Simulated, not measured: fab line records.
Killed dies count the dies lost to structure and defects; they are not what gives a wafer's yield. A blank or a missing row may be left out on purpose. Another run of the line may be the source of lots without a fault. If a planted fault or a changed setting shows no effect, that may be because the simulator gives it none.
A lot that was struck, set against a sound lot + flow n5 finfet + 22 out of 1938 route steps
Sound: wafers L304.2, L304.3, L304.6. The struck wafers were L300.4, L300.5, L300.6. At the end, the cause is stated.
For every step that has rows: the tool of each side, followed by ch and its chambers, followed by its first start. Under that, the readings that differ: sound wafers + struck wafers + difference of the means + sigmas: that difference in standard deviations of wafers without a fault.
alike: readings whose means differ by less than 2 such deviations, and words and numbers that are the same on both sides. not compared: withheld readings, readings that some wafer has no value for, bounds like >300 that may hide the same value, and numbers for which the record gives no deviation and whose values overlap.
A row with sigmas, a row that says differs or no value, or rows on one side alone: a step with any of these is where the two part. When numbers do not overlap yet have no deviation, they are printed without sigmas and do not part them. A reading missing from all wafers of one side parts the sides only when that side holds two or more wafers.

first, 6 steps without rows for these wafers: N5_MOL_CONTACT_COAG_COAT_02 (resist thk 30 nm); N5_MOL_CONTACT_COAG_EBR_04; N5_MOL_CONTACT_COAG_SOFTBAKE_03 (time 60 s); N5_MOL_CONTACT_COAG_EXPOSE_05 (exposes mask CA, defocus 0 nm); N5_MOL_CONTACT_COAG_PEB_06 (peb time 60 s); N5_MOL_CONTACT_COAG_DEVELOP_07 (develop time 30 s).
N5_MOL_CONTACT_COAG_CD_MEAS_08 targets a cd of 28 nm.
  sound on cd sem-03 ch 0, day 9 08:04; struck on cd sem-03 ch 0, day 8 09:52
  alike: cd nm
N5_MOL_CONTACT_COAG_OVL_MEAS_09:
  sound on overlay-01 ch 0, day 9 08:05; struck on overlay-02 ch 0, day 8 09:55
  alike: CA_OVL
N5_MOL_CONTACT_COAG_INSPECT_10: inspects for defects (brightfield).
  sound on defect inspect-01, day 9 08:08; struck on defect inspect-02, day 8 09:58
| reading          | sound      | struck   | difference | sigmas |
|------------------|------------|----------|------------|--------|
| raw defect count | 175 57 160 | 90 52 57 | -64        | -3     |
N5_MOL_CONTACT_COAG_DESCUM_13: chemistry O2, time 7 s.
  sound on rie diel-04 ch 0,1,3, day 9 08:11; struck on rie diel-04 ch 1,2,3, day 8 10:02
  alike: drypump motor current A, oes product au, rf vpp V, showerhead plenum p Torr, throttle valve pct
  not compared: rf hours counter h
N5_MOL_CONTACT_COAG_ETCH_59: etches underlayer in N2/H2, target depth 13 nm, time 10.4 s.
  sound on rie diel-04 ch 0,1,3, day 9 08:13; struck on rie diel-04 ch 1,2,3, day 8 10:04
  alike: bias w, chamber pressure mTorr, drypump motor current A, etch rf on time s, oes product au, rf vpp V, showerhead plenum p Torr, throttle valve pct
  not compared: rf hours counter h
N5_MOL_CONTACT_COAG_ETCH_105: etches SiARC in CF4, target depth 15.6 nm, time 26 s.
  sound on rie diel-04 ch 0,1,3, day 9 08:14; struck on rie diel-04 ch 1,2,3, day 8 10:05
  alike: bias w, cf4 flow sccm, drypump motor current A, etch rf on time s, oes product au, rf vpp V, showerhead plenum p Torr, throttle valve pct
  not compared: rf hours counter h
N5_MOL_CONTACT_COAG_ETCH_106: etches SOC in N2/H2, target depth 80 nm, overetch 16 nm, time 120 s.
  sound on rie diel-04 ch 0,1,3, day 9 08:16; struck on rie diel-04 ch 1,2,3, day 8 10:07
  no value came back on the struck wafers for any of 7 readings (bias w (W), chamber pressure mTorr (mTorr) and others); on the sound wafers bias w (W) reads 151.5 149.7 149.9
| reading                                                  | sound       | struck      | difference | sigmas |
|----------------------------------------------------------|-------------|-------------|------------|--------|
| model.underlayer_of_MOL_CONTACT_COAG_COAT_58.thk nm (nm) | 0 0 0       | 10 10 10    | +10        |        |
| model.SiARC_of_MOL_CONTACT_COAG_COAT_104.thk nm (nm)     | 6.6 6.4 6.4 | 12 12 12    | +6         |        |
| model.CAR-EUV_of_MOL_CONTACT_COAG_COAT_02.thk nm (nm)    | 0 0 0       | 5.6 5.6 5.6 | +5.6       |        |
  not compared: rf hours counter h
then, 2 steps without rows for these wafers: N5_MOL_CONTACT_COAG_STRIP_107 (strips in N2/H2); N5_MOL_CONTACT_COAG_STRIP_108 (strips in N2/H2).
N5_MOL_CONTACT_COAG_CONTACT_ETCH_14: etches SiO2 in C4F6/O2, target depth 27.5 nm, overetch 8.5 nm, time 20 s.
  sound on rie diel-04 ch 0,1,3, day 9 08:22; struck on rie diel-04 ch 1,2,3, day 8 10:13
| reading               | sound          | struck         | difference | sigmas |
|-----------------------|----------------|----------------|------------|--------|
| oes product au (a.u.) | 0.59 0.80 0.75 | 0.34 0.26 0.26 | -0.43      | -6     |
  alike: C4F6_flow_sccm, O2_flow_sccm, drypump motor current A, rf vpp V, showerhead plenum p Torr, throttle valve pct
  not compared: rf hours counter h
then, 1 step without rows for these wafers: N5_MOL_CONTACT_COAG_STRIP_109 (strips in C4F6/O2).
N5_MOL_CONTACT_COAG_ETCH_110: etches Si in CF4/O2, target depth 2.5 nm, time 8 s.
  sound on rie diel-04 ch 0,1,3, day 9 08:28; struck on rie diel-04 ch 1,2,3, day 8 10:19
  alike: O2_flow_sccm, bias w, drypump motor current A, oes product au, rf vpp V, showerhead plenum p Torr, throttle valve pct
  not compared: rf hours counter h
N5_MOL_CONTACT_COAG_STRIP_98: strips in N2/H2.
  sound on rie diel-04 ch 0,1,3, day 9 08:31; struck on rie diel-04 ch 1,2,3, day 8 10:22
  alike: drypump motor current A, oes product au, power w, rf vpp V, showerhead plenum p Torr, throttle valve pct
  not compared: rf hours counter h
N5_MOL_CONTACT_COAG_CD_MEAS_99 targets a cd of 17.2 nm.
  sound on cd sem-01, day 9 08:35; struck on cd sem-02, day 8 10:26
| reading    | sound             | struck | difference                    | sigmas |
|------------|-------------------|--------|-------------------------------|--------|
| cd nm (nm) | 16.96 17.22 17.01 | - - -  | no value on the struck wafers |        |
after that, 1 step had no rows for these wafers: N5_MOL_CONTACT_COAG_IMPLANT_129.
N5_BEOL_M4_RC_MEAS_101:
  the record has rows for the sound wafers here (prober-02 ch 0, day 17 07:29) and none for the struck ones

WHERE THEY PART
First at N5_MOL_CONTACT_COAG_INSPECT_10; last, within this record, at N5_BEOL_M4_RC_MEAS_101.

WHY: what had been put in by the simulator
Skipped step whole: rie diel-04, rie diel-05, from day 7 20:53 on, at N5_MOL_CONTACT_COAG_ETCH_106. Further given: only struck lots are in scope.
